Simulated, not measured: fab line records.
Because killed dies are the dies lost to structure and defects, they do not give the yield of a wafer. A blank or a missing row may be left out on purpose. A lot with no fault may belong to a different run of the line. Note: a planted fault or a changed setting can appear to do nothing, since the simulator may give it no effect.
fab line records | flow nand_harc
[record] lots = 24 wafers = 72 last_day = 33
route steps=1302 shown A_CONTACT@1042
lots that met no fault: from a run of the same line without faults
start_h: start of the lot's first displayed wafer, in hours after the record's first day | wait_h: hours from the lot's prior step to this one | " the same as in the row above | L1.1+2: a single row standing in for several wafers | - value missing, or start not given | * or withheld: withheld | < > ~ a bound
route shown NAME@n: names a module that has steps shown in the file, with the first one's number in the route | usual: average and standard deviation across the fault-free wafers | same: alike in all rows | chamber/n: place in a boat | sites: each site's reading | _std_site: their standard deviation | _edge_site: mean of outer sites minus mean of inner sites | radius_mm: how far each site lies from the wafer's centre | mask NAME#n: copy n | behind: the tool/chamber that last shaped the wafer | hold: what put the lot on hold/how long, in hours/how the hold closed | device: which transistor (n, p or np) failed to switch | end of line: tests of these same wafers at the route's end | step lacking rows: just its recipe | killed: not the wafer's yield, but the dies lost to structure and defects at the first sort | map: a wafer's dies, x killed, . not, _ none there
set.NAME: the setting that was run; set.NAME@STEP: the one run at that earlier step | model.NAME: the simulator's own value behind a step, which no gauge read
one table for each step of the route and one row for each wafer, over a sample of lots
services: a tool's chamber out of use, with start hour (start_h, from the record's first day; less than 0 if before it), hours out, and reason
[[steps]]
[step NHARC_A_CONTACT_DESCUM_74]
[recipe] time_s = 3 o2_flow_sccm = 200 ar_flow_sccm = 0 bias_power_w = 0 chemistry = O2
[usual] drypump_motor_current_A = 5.8/0.46 oes_product_au = 0.999/0.011 rf_vpp_V = 57.9/0.94 showerhead_plenum_p_Torr = 1.93/0.077 throttle_valve_pct = 11.311/0.0098
// columns lot.wafer tool chamber start_h wait_h drypump_motor_current_A oes_product_au rf_hours_counter_h rf_vpp_V showerhead_plenum_p_Torr throttle_valve_pct
L074.1 rie_diel-13 1 496.97 0.1 6.1 0.987 26 58.4 1.91 11.303
L074.2 " 2 " " 4.8 0.990 25 58.5 1.86 11.305
L074.5 " 1 " " 6.1 0.978 - 57.6 1.91 11.309
L077.3 rie_diel-08 0 512.06 0.1 6.2 1.014 44 58.8 1.93 11.308
L077.2 " 2 " " 5.6 1.006 45 58.2 1.91 11.317
L077.5 " 0 " " 6.2 1.018 - 58.4 1.93 11.304
L076.4 rie_diel-13 0 515.83 0.1 6.1 1.018 30 57.3 1.93 11.331
L076.3 " 1 " " 6.1 0.990 31 59.1 1.91 11.316
L076.5 " 3 " " 5.3 1.001 - 57.9 2.01 11.314
L075.4 rie_diel-04 3 522.18 0.1 6.1 0.995 48 57.7 1.92 11.310
L075.2 " 0 " " 6.2 0.997 50 57.7 2.06 11.323
L075.5 " 0 " " 6.2 1.005 - 57.7 2.06 11.310
L078.2 rie_diel-13 3 536.65 0.1 5.3 0.977 1 57.2 2.01 11.313
L078.1 " 1 " " 6.1 0.984 2 55.1 1.90 11.310
L078.5 " 2 " " 4.8 0.982 - 57.6 1.86 11.296
L079.3 rie_diel-13 2 540.38 0.1 4.8 0.990 4 57.2 1.86 11.320
L079.1 " 3 " " 5.3 0.978 2 58.4 2.01 11.298
L079.4 " 3 " " 5.3 0.984 - 57.9 2.01 11.302
L081.3 rie_diel-13 3 555.64 0.1 5.3 0.981 6 59.4 2.01 11.323
L081.2 " 1 " " 6.1 0.999 7 57.3 1.90 11.303
L081.1 " 2 " " 4.8 1.004 8 58.7 1.86 11.318
L080.3 rie_diel-04 0 557.32 0.1 6.2 0.991 4 57.2 2.06 11.314
L080.5 " 0 " " 6.2 1.002 - 57.8 2.06 11.303
L080.6 " 1 " " 5.9 1.014 - 59.1 1.88 11.306
L083.2 rie_diel-13 0 577.64 0.1 6.1 1.011 8 57.5 1.93 11.306
L083.4 " 3 " " 5.3 0.986 - 58.6 2.00 11.311
L083.6 " 0 " " 6.1 1.007 - 57.0 1.93 11.320
L082.4 rie_diel-04 0 577.79 0.1 6.2 0.996 11 58.7 2.05 11.304
L082.3 " 2 " " 5.6 1.001 5 56.9 1.78 11.295
L082.5 " 0 " " 6.2 0.984 - 57.8 2.05 11.319
L084.2 rie_diel-04 1 601.46 0.1 5.9 1.021 18 57.4 1.87 11.303
L084.4 " 0 " " 6.2 0.999 20 59.0 2.05 11.297
L084.6 " 1 " " 5.9 1.002 - 57.4 1.87 11.297
L085.4 rie_diel-13 2 601.75 0.1 4.8 0.990 15 57.3 1.86 11.307
L085.6 " 1 " " 6.1 1.009 - 58.1 1.90 11.318
L085.5 " 2 " " 4.9 1.003 - 56.1 1.86 11.306
L086.4 rie_diel-13 2 624.80 0.1 4.8 0.987 18 57.5 1.86 11.325
L086.3 " 3 " " 5.3 0.976 15 58.4 2.00 11.325
L086.6 " 1 " " 6.1 0.992 - 57.1 1.90 11.309
L087.2 rie_diel-08 0 631.81 0.1 6.2 0.992 23 58.0 1.92 11.305
L087.6 " 2 " " 5.6 1.000 - 56.2 1.90 11.306
L087.5 " 3 " " 5.8 1.008 - 58.7 2.03 11.322
L089.1 rie_diel-13 1 648.11 0.1 6.1 1.003 18 57.4 1.90 11.288
L089.3 " 0 " " 6.1 1.016 19 56.7 1.93 11.323
L089.6 " 2 " " 4.9 0.996 - 56.1 1.85 11.326
L088.4 rie_diel-08 3 649.87 0.1 5.8 1.010 28 59.2 2.03 11.291
L088.1 " 0 " " 6.2 0.993 30 56.3 1.91 11.310
L088.5 " 3 " " 5.8 0.997 - 58.1 2.03 11.311
L091.2 rie_diel-08 3 658.62 0.1 5.8 1.006 31 59.2 2.03 11.321
L091.3 " 0 " " 6.2 0.999 33 59.2 1.91 11.315
L091.6 " 2 " " 5.6 1.001 - 57.0 1.90 11.330
L092.1 rie_diel-13 0 659.30 0.1 6.1 1.006 19 59.0 1.93 11.300
L092.3 " 1 " " 6.1 0.992 19 58.7 1.90 11.321
L092.6 " 3 " " 5.3 0.988 - 58.9 2.00 11.307
L090.4 rie_diel-13 0 661.38 0.2 6.1 1.007 21 58.0 1.93 11.315
L090.3 " 3 " " 5.3 0.991 22 57.2 2.00 11.314
L090.5 " 1 " " 6.1 0.985 - 60.3 1.90 11.317
L093.4 rie_diel-04 2 690.09 0.1 5.6 1.006 41 57.6 1.76 11.334
L093.3 " 3 " " 6.1 1.010 43 58.3 1.90 11.312
L093.5 " 1 " " 5.9 1.011 - 58.2 1.86 11.300
L094.1 rie_diel-04 1 696.08 0.1 5.9 1.011 47 57.0 1.86 11.318
L094.2 " 2 " " 5.6 1.004 42 58.6 1.76 11.312
L094.5 " 2 " " 5.6 1.001 - 56.9 1.76 11.330
L095.3 rie_diel-04 3 705.76 0.1 6.2 1.001 48 58.4 1.90 11.316
L095.2 " 1 " " 5.9 1.003 51 58.1 1.86 11.303
L095.5 " 2 " " 5.6 0.990 - 57.0 1.76 11.296
L097.4 rie_diel-13 3 733.17 0.1 5.3 1.008 3 57.5 2.00 11.310
L097.3 " 0 " " 6.1 1.019 2 59.4 1.93 11.312
L097.6 " 2 " " 4.8 1.009 - 57.0 1.85 11.323
L096.3 rie_diel-04 0 733.32 0.1 6.2 0.988 4 57.6 2.04 11.294
L096.5 " 3 " " 6.1 1.002 - 57.3 1.90 11.296
L096.6 " 0 " " 6.2 0.987 - 57.9 2.04 11.316
[step NHARC_A_CONTACT_ETCH_125]
[recipe] source_w = withheld pressure_mtorr = 20 bias_v = 3000 time_s = 197 target_depth_a = 19180 ar_flow_sccm = withheld c4f8_flow_sccm = withheld o2_flow_sccm = withheld chemistry = C4F8/O2/Ar
// columns lot.wafer tool chamber start_h wait_h rf_hours_counter_h
L074.1 har_cap_etch-02 0 499.36 0.2 82
L074.2 " 1 " " 82
L074.5 " 0 " " -
L077.2 har_cap_etch-02 0 514.13 0.2 87
L077.3 " 0 " " -
L077.5 " 1 " " -
L076.3 har_cap_etch-01 1 517.66 0.2 -
L076.4 " 0 " " -
L076.5 " 1 " " -
L075.2 har_cap_etch-02 0 523.94 0.2 89
L075.4 " 0 " " -
L075.5 " 1 " " -
L078.1 har_cap_etch-01 0 538.70 0.2 4
L078.2 " 1 " " 4
L078.5 " 1 " " -
L079.1 har_cap_etch-03 1 542.17 0.2 52
L079.3 " 0 " " -
L079.4 " 1 " " -
L081.2 har_cap_etch-01 1 557.38 0.2 7
L081.1 " 0 " " 7
L081.3 " 1 " " -
L080.3 har_cap_etch-02 0 559.56 0.2 -
L080.5 " 1 " " -
L080.6 " 0 " " -
L082.4 har_cap_etch-03 1 579.68 0.2 -
L082.3 " 0 " " -
L082.5 " 0 " " -
L083.2 har_cap_etch-02 0 579.71 0.2 100
L083.4 " 0 " " -
L083.6 " 1 " " -
L084.2 har_cap_etch-02 1 603.24 0.2 104
L084.4 " 1 " " -
L084.6 " 0 " " -
L085.4 har_cap_etch-01 1 603.75 0.3 -
L085.6 " 1 " " -
L085.5 " 0 " " -
L086.4 har_cap_etch-02 1 626.58 0.2 -
L086.3 " 0 " " -
L086.6 " 1 " " -
L087.2 har_cap_etch-01 1 633.56 0.2 20
L087.6 " 0 " " -
L087.5 " 1 " " -
L089.1 har_cap_etch-02 0 649.88 0.2 113
L089.3 " 0 " " -
L089.6 " 0 " " -
L088.1 har_cap_etch-01 0 651.63 0.2 27
L088.4 " 0 " " -
L088.5 " 0 " " -
L091.2 har_cap_etch-03 0 660.34 0.2 70
L091.3 " 0 " " -
L091.6 " 0 " " -
L092.1 har_cap_etch-02 1 661.11 0.2 115
L092.3 " 1 " " -
L092.6 " 0 " " -
L090.4 har_cap_etch-03 0 663.36 0.2 -
L090.3 " 1 " " -
L090.5 " 0 " " -
L093.3 har_cap_etch-02 0 692.25 0.2 -
L093.4 " 1 " " -
L093.5 " 1 " " -
L094.1 har_cap_etch-03 1 698.72 0.2 77
L094.2 " 0 " " 77
L094.5 " 1 " " -
L095.2 har_cap_etch-03 1 707.52 0.2 79
L095.3 " 0 " " -
L095.5 " 0 " " -
L097.4 har_cap_etch-03 0 734.98 0.2 -
L097.3 " 1 " " -
L097.6 " 0 " " -
L096.3 har_cap_etch-02 1 735.14 0.2 -
L096.5 " 1 " " -
L096.6 " 0 " " -
[step NHARC_A_CONTACT_ETCH_126]
[recipe] source_w = withheld pressure_mtorr = 20 bias_v = 3000 time_s = 197 target_depth_a = 19180 ar_flow_sccm = withheld c4f8_flow_sccm = withheld o2_flow_sccm = withheld chemistry = C4F8/O2/Ar
// columns lot.wafer tool chamber start_h wait_h rf_hours_counter_h
L074.1 har_cap_etch-02 0 499.54 0.1 82
L074.2 " 1 " " 82
L074.5 " 0 " " -
L077.2 har_cap_etch-02 0 514.31 0.1 88
L077.3 " 0 " " -
L077.5 " 1 " " -
L076.3 har_cap_etch-01 1 517.84 0.1 -
L076.4 " 0 " " -
L076.5 " 1 " " -
L075.2 har_cap_etch-02 0 524.11 0.1 89
L075.4 " 0 " " -
L075.5 " 1 " " -
L078.1 har_cap_etch-01 0 538.88 0.1 4
L078.2 " 1 " " 4
L078.5 " 1 " " -
L079.1 har_cap_etch-03 1 542.35 0.1 52
L079.3 " 0 " " -
L079.4 " 1 " " -
L081.2 har_cap_etch-01 1 557.55 0.1 7
L081.1 " 0 " " 7
L081.3 " 1 " " -
L080.3 har_cap_etch-02 0 559.80 0.2 -
L080.5 " 1 " " -
L080.6 " 0 " " -
L083.2 har_cap_etch-02 0 579.89 0.1 101
L083.4 " 0 " " -
L083.6 " 1 " " -
L082.4 har_cap_etch-03 1 579.91 0.2 -
L082.3 " 0 " " -
L082.5 " 0 " " -
L084.2 har_cap_etch-02 1 603.41 0.1 104
L084.4 " 1 " " -
L084.6 " 0 " " -
L085.4 har_cap_etch-01 1 604.06 0.3 -
L085.6 " 1 " " -
L085.5 " 0 " " -
L086.4 har_cap_etch-02 1 626.75 0.1 -
L086.3 " 0 " " -
L086.6 " 1 " " -
L087.2 har_cap_etch-01 1 633.74 0.1 21
L087.6 " 0 " " -
L087.5 " 1 " " -
L089.1 har_cap_etch-02 0 650.06 0.1 113
L089.3 " 0 " " -
L089.6 " 0 " " -
L088.1 har_cap_etch-01 0 651.80 0.1 27
L088.4 " 0 " " -
L088.5 " 0 " " -
L091.2 har_cap_etch-03 0 660.52 0.1 70
L091.3 " 0 " " -
L091.6 " 0 " " -
L092.1 har_cap_etch-02 1 661.28 0.1 115
L092.3 " 1 " " -
L092.6 " 0 " " -
L090.4 har_cap_etch-03 0 663.54 0.1 -
L090.3 " 1 " " -
L090.5 " 0 " " -
L093.3 har_cap_etch-02 0 692.42 0.1 -
L093.4 " 1 " " -
L093.5 " 1 " " -
L094.1 har_cap_etch-03 1 698.90 0.1 78
L094.2 " 0 " " 78
L094.5 " 1 " " -
L095.2 har_cap_etch-03 1 707.70 0.1 79
L095.3 " 0 " " -
L095.5 " 0 " " -
L097.4 har_cap_etch-03 0 735.15 0.1 -
L097.3 " 1 " " -
L097.6 " 0 " " -
L096.3 har_cap_etch-02 1 735.31 0.1 -
L096.5 " 1 " " -
L096.6 " 0 " " -
[step NHARC_A_CONTACT_ETCH_127]
[recipe] source_w = withheld pressure_mtorr = 20 bias_v = 3000 time_s = 197 target_depth_a = 19180 ar_flow_sccm = withheld c4f8_flow_sccm = withheld o2_flow_sccm = withheld chemistry = C4F8/O2/Ar
// columns lot.wafer tool chamber start_h wait_h rf_hours_counter_h
L074.1 har_cap_etch-02 0 499.71 0.1 82
L074.2 " 1 " " 82
L074.5 " 0 " " -
L077.2 har_cap_etch-02 0 514.48 0.1 88
L077.3 " 0 " " -
L077.5 " 1 " " -
L076.3 har_cap_etch-01 1 518.01 0.1 -
L076.4 " 0 " " -
L076.5 " 1 " " -
L075.2 har_cap_etch-02 0 524.29 0.1 90
L075.4 " 0 " " -
L075.5 " 1 " " -
L078.1 har_cap_etch-01 0 539.05 0.1 5
L078.2 " 1 " " 5
L078.5 " 1 " " -
L079.1 har_cap_etch-03 1 542.53 0.1 52
L079.3 " 0 " " -
L079.4 " 1 " " -
L081.2 har_cap_etch-01 1 557.73 0.1 8
L081.1 " 0 " " 8
L081.3 " 1 " " -
L080.3 har_cap_etch-02 0 560.03 0.2 -
L080.5 " 1 " " -
L080.6 " 0 " " -
L083.2 har_cap_etch-02 0 580.06 0.1 101
L083.4 " 0 " " -
L083.6 " 1 " " -
L082.4 har_cap_etch-03 1 580.15 0.2 -
L082.3 " 0 " " -
L082.5 " 0 " " -
L084.2 har_cap_etch-02 1 603.59 0.1 104
L084.4 " 1 " " -
L084.6 " 0 " " -
L085.4 har_cap_etch-01 1 604.37 0.3 -
L085.6 " 1 " " -
L085.5 " 0 " " -
L086.4 har_cap_etch-02 1 626.93 0.1 -
L086.3 " 0 " " -
L086.6 " 1 " " -
L087.2 har_cap_etch-01 1 633.92 0.1 21
L087.6 " 0 " " -
L087.5 " 1 " " -
L089.1 har_cap_etch-02 0 650.23 0.1 113
L089.3 " 0 " " -
L089.6 " 0 " " -
L088.1 har_cap_etch-01 0 651.98 0.1 27
L088.4 " 0 " " -
L088.5 " 0 " " -
L091.2 har_cap_etch-03 0 660.69 0.1 71
L091.3 " 0 " " -
L091.6 " 0 " " -
L092.1 har_cap_etch-02 1 661.46 0.1 115
L092.3 " 1 " " -
L092.6 " 0 " " -
L090.4 har_cap_etch-03 0 663.71 0.1 -
L090.3 " 1 " " -
L090.5 " 0 " " -
L093.3 har_cap_etch-02 0 692.60 0.1 -
L093.4 " 1 " " -
L093.5 " 1 " " -
L094.1 har_cap_etch-03 1 699.08 0.1 78
L094.2 " 0 " " 78
L094.5 " 1 " " -
L095.2 har_cap_etch-03 1 707.88 0.1 79
L095.3 " 0 " " -
L095.5 " 0 " " -
L097.4 har_cap_etch-03 0 735.33 0.1 -
L097.3 " 1 " " -
L097.6 " 0 " " -
L096.3 har_cap_etch-02 1 735.49 0.1 -
L096.5 " 1 " " -
L096.6 " 0 " " -
[step NHARC_A_CONTACT_DEP_84]
[recipe] target_thk_a = 28000 temp_c = 400 material = aC
[usual] throttle_valve_pct = 35.000/0.0095
// columns lot.wafer tool chamber start_h wait_h throttle_valve_pct
L074.1 acl_dep-02 0 505.76 - 35.025
L074.2 " 0 " " 35.013
L074.5 " 0 " " 34.991
L077.2 acl_dep-01 0 520.97 - 34.982
L077.3 " 0 " " 34.979
L077.5 " 0 " " 35.013
L076.3 acl_dep-01 0 524.81 - 34.999
L076.4 " 0 " " 34.988
L076.5 " 0 " " 34.995
L075.2 acl_dep-02 0 528.98 - 35.003
L075.4 " 0 " " 34.992
L075.5 " 0 " " 34.997
L078.1 acl_dep-03 0 544.14 - 35.013
L078.2 " 0 " " 35.017
L078.5 " 0 " " 34.990
L079.1 acl_dep-01 0 546.13 - 35.002
L079.3 " 0 " " 35.011
L079.4 " 0 " " 35.006
L081.1 acl_dep-01 0 565.72 - 34.999
L081.2 " 0 " " 34.989
L081.3 " 0 " " 35.008
L080.3 acl_dep-03 0 567.04 - 35.007
L080.5 " 0 " " 34.997
L080.6 " 0 " " 35.005
L083.2 acl_dep-03 0 583.52 - 34.986
L083.4 " 0 " " 34.996
L083.6 " 0 " " 35.011
L082.3 acl_dep-02 0 584.15 - 34.995
L082.4 " 0 " " 34.999
L082.5 " 0 " " 35.015
L084.2 acl_dep-01 0 606.87 - 35.004
L084.4 " 0 " " 35.005
L084.6 " 0 " " 34.997
L085.4 acl_dep-03 0 610.69 - 35.006
L085.5 " 0 " " 35.008
L085.6 " 0 " " 35.002
L086.3 acl_dep-01 0 634.01 - 35.009
L086.4 " 0 " " 35.008
L086.6 " 0 " " 34.983
L087.2 acl_dep-02 0 637.92 - 34.997
L087.5 " 0 " " 34.987
L087.6 " 0 " " 35.021
L089.1 acl_dep-02 0 658.37 - 34.994
L089.3 " 0 " " 35.007
L089.6 " 0 " " 35.004
L088.1 acl_dep-02 0 661.91 - 35.010
L088.4 " 0 " " 35.001
L088.5 " 0 " " 34.996
L091.2 acl_dep-02 0 665.80 - 35.009
L091.3 " 0 " " 35.005
L091.6 " 0 " " 34.997
L092.1 acl_dep-01 0 666.65 - 34.989
L092.3 " 0 " " 35.001
L092.6 " 0 " " 35.013
L090.3 acl_dep-02 0 669.73 - 35.005
L090.4 " 0 " " 34.999
L090.5 " 0 " " 34.998
L093.3 acl_dep-02 0 697.08 - 35.005
L093.4 " 0 " " 35.005
L093.5 " 0 " " 35.001
L094.1 acl_dep-02 0 702.11 - 35.001
L094.2 " 0 " " 35.001
L094.5 " 0 " " 35.009
L095.2 acl_dep-02 0 711.16 - 35.001
L095.3 " 0 " " 35.001
L095.5 " 0 " " 34.995
L097.3 acl_dep-02 0 741.04 - 35.008
L097.4 " 0 " " 35.010
L097.6 " 0 " " 35.001
L096.3 acl_dep-03 0 742.23 - 35.011
L096.5 " 0 " " 34.993
L096.6 " 0 " " 34.996
[step NHARC_A_CONTACT_ETCH_135]
[recipe] source_w = withheld pressure_mtorr = 20 bias_v = 1200 time_s = 311 target_depth_a = 19120 ar_flow_sccm = withheld c4f8_flow_sccm = withheld o2_flow_sccm = withheld chemistry = C4F8/O2/Ar
// columns lot.wafer tool chamber start_h wait_h rf_hours_counter_h
L074.1 har_cap_etch-02 1 509.73 0.2 86
L074.2 " 0 " " 86
L074.5 " 1 " " -
L077.2 har_cap_etch-03 1 525.20 0.2 48
L077.3 " 0 " " -
L077.5 " 1 " " -
L076.3 har_cap_etch-02 1 528.45 0.3 -
L076.4 " 0 " " -
L076.5 " 0 " " -
L075.2 har_cap_etch-02 1 533.01 0.2 92
L075.4 " 0 " " -
L075.5 " 1 " " -
L078.2 har_cap_etch-01 0 548.66 0.2 6
L078.1 " 1 " " 6
L078.5 " 0 " " -
L079.1 har_cap_etch-02 0 550.09 0.2 96
L079.4 " 1 " " -
L079.3 " 0 " " -
L081.1 har_cap_etch-02 1 569.72 0.2 99
L081.2 " 0 " " 99
L081.3 " 1 " " -
L080.3 har_cap_etch-01 0 570.72 0.3 -
L080.5 " 0 " " -
L080.6 " 1 " " -
L083.2 har_cap_etch-01 1 587.16 0.2 13
L083.4 " 0 " " -
L083.6 " 1 " " -
L082.3 har_cap_etch-02 0 587.94 0.2 -
L082.4 " 1 " " -
L082.5 " 0 " " -
L084.2 har_cap_etch-03 0 610.61 0.2 62
L084.4 " 0 " " -
L084.6 " 0 " " -
L085.4 har_cap_etch-02 0 613.94 0.2 -
L085.6 " 1 " " -
L085.5 " 0 " " -
L086.4 har_cap_etch-01 0 637.41 0.2 -
L086.3 " 1 " " -
L086.6 " 0 " " -
L087.2 har_cap_etch-01 1 641.70 0.2 24
L087.5 " 0 " " -
L087.6 " 1 " " -
L089.1 har_cap_etch-01 0 662.54 0.2 29
L089.3 " 0 " " -
L089.6 " 1 " " -
L088.1 har_cap_etch-02 0 666.09 0.2 117
L088.4 " 1 " " -
L088.5 " 1 " " -
L091.2 har_cap_etch-01 1 669.58 0.2 30
L091.3 " 0 " " -
L091.6 " 0 " " -
L092.1 har_cap_etch-03 0 670.62 0.2 74
L092.3 " 1 " " -
L092.6 " 0 " " -
L090.4 har_cap_etch-02 0 674.23 0.2 -
L090.3 " 1 " " -
L090.5 " 1 " " -
L093.4 har_cap_etch-02 1 700.83 0.2 -
L093.3 " 0 " " -
L093.5 " 0 " " -
L094.2 har_cap_etch-01 0 706.07 0.2 36
L094.1 " 1 " " 36
L094.5 " 1 " " -
L095.2 har_cap_etch-02 1 714.85 0.2 122
L095.3 " 0 " " -
L095.5 " 1 " " -
L097.3 har_cap_etch-03 1 744.58 0.2 -
L097.4 " 0 " " -
L097.6 " 0 " " -
L096.3 har_cap_etch-02 0 745.63 0.2 -
L096.5 " 1 " " -
L096.6 " 0 " " -
[[services]]
// columns tool chamber start_h hours kind
acl_dep-03 - 479.17 13.0 pm
har_cap_etch-01 - 494.23 0.3 repair
har_cap_etch-01 - 497.00 17.0 pm
rie_diel-13 0 497.47 1.3 repair
rie_diel-08 3 509.73 6.1 repair
rie_diel-13 - 519.00 9.0 pm
rie_diel-13 0 533.95 6.5 repair
rie_diel-04 - 534.44 9.0 pm
rie_diel-08 - 545.00 9.0 pm
acl_dep-01 - 552.72 13.0 pm
rie_diel-13 1 565.20 13.9 repair
rie_diel-04 1 581.89 3.3 repair
rie_diel-08 3 607.24 8.4 repair
acl_dep-02 - 608.00 13.0 pm
rie_diel-04 - 615.40 0.6 repair
har_cap_etch-01 - 626.72 0.7 repair
rie_diel-04 0 642.90 5.8 repair
acl_dep-03 - 661.41 13.0 pm
rie_diel-08 2 676.71 10.0 repair
rie_diel-13 - 696.00 9.0 pm
rie_diel-08 0 697.54 2.6 repair
rie_diel-04 - 713.26 9.0 pm
har_cap_etch-01 - 714.15 20.4 repair
acl_dep-01 - 735.14 13.0 pm
[[key]]
fault none
